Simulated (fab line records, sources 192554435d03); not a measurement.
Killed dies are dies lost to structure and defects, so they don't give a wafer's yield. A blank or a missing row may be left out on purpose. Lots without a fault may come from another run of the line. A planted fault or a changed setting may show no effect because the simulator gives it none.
Chamber matching | flow n5_finfet | N5_BEOL_M0_CO_CAP_123 on cvd_co-01: 3 sister chambers
The step material Co, precursor CCTBA/H2, target thk 2 nm, time 102.1 s. 6 wafers are shown with their chamber, then 12 later ones without.

WAFERS WITH THEIR CHAMBER
wafer  | chamber | heater_power_w (W) | chamber_pressure_Torr (Torr)
L076.6 | 2       | 208                | 29.98
L079.2 | 2       | 213                | 29.85
L090.5 | 0       | 272                | 30.10
L091.2 | 0       | 269                | 30.09
L091.4 | 1       | 264                | 29.91
L091.6 | 1       | 265                | 30.00

WAFERS WITHOUT THEIR CHAMBER
wafer  | heater_power_w (W) | chamber_pressure_Torr (Torr)
L092.2 | 263                | 29.92
L092.4 | 260                | 30.03
L092.6 | 264                | 30.00
L094.1 | 262                | 29.95
L094.5 | 266                | 30.03
L094.6 | 273                | 29.92
L095.1 | 261                | 29.89
L095.2 | 270                | 30.00
L095.5 | 259                | 30.00
L097.3 | 262                | 29.92
L097.5 | 257                | 29.91
L097.6 | 262                | 30.06

WHICH CHAMBER EACH WENT THROUGH
wafer  | from the rows above     | in truth
L092.2 | 1                       | 1
L092.4 | 1                       | 1
L092.6 | 1                       | 1
L094.1 | 1                       | 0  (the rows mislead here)
L094.5 | can't be placed: 1 or 0 | 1
L094.6 | can't be placed: 0 or 1 | 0
L095.1 | 1                       | 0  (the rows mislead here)
L095.2 | can't be placed: 0 or 1 | 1
L095.5 | 1                       | 1
L097.3 | 1                       | 1
L097.5 | 1                       | 1
L097.6 | can't be placed: 1 or 0 | 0
Placed correctly: 6 of 12. Can't be placed from these rows: 4 (the true chamber is among the candidates in 4). Placed wrongly: 2.
How it was worked out, from the rows above alone: a wafer's distance from a chamber is the root of the sum, over the readings, of the square of ((its reading less the chamber's mean) divided by the reading's scatter). The wafer belongs to the nearest chamber; if the next one is less than 2 further off, it can't be placed. A chamber's mean is the mean of its shown wafers. The scatter: the root of (the sum of the squares of (reading less its chamber's mean) over the shown wafers, divided by (wafers less chambers)).
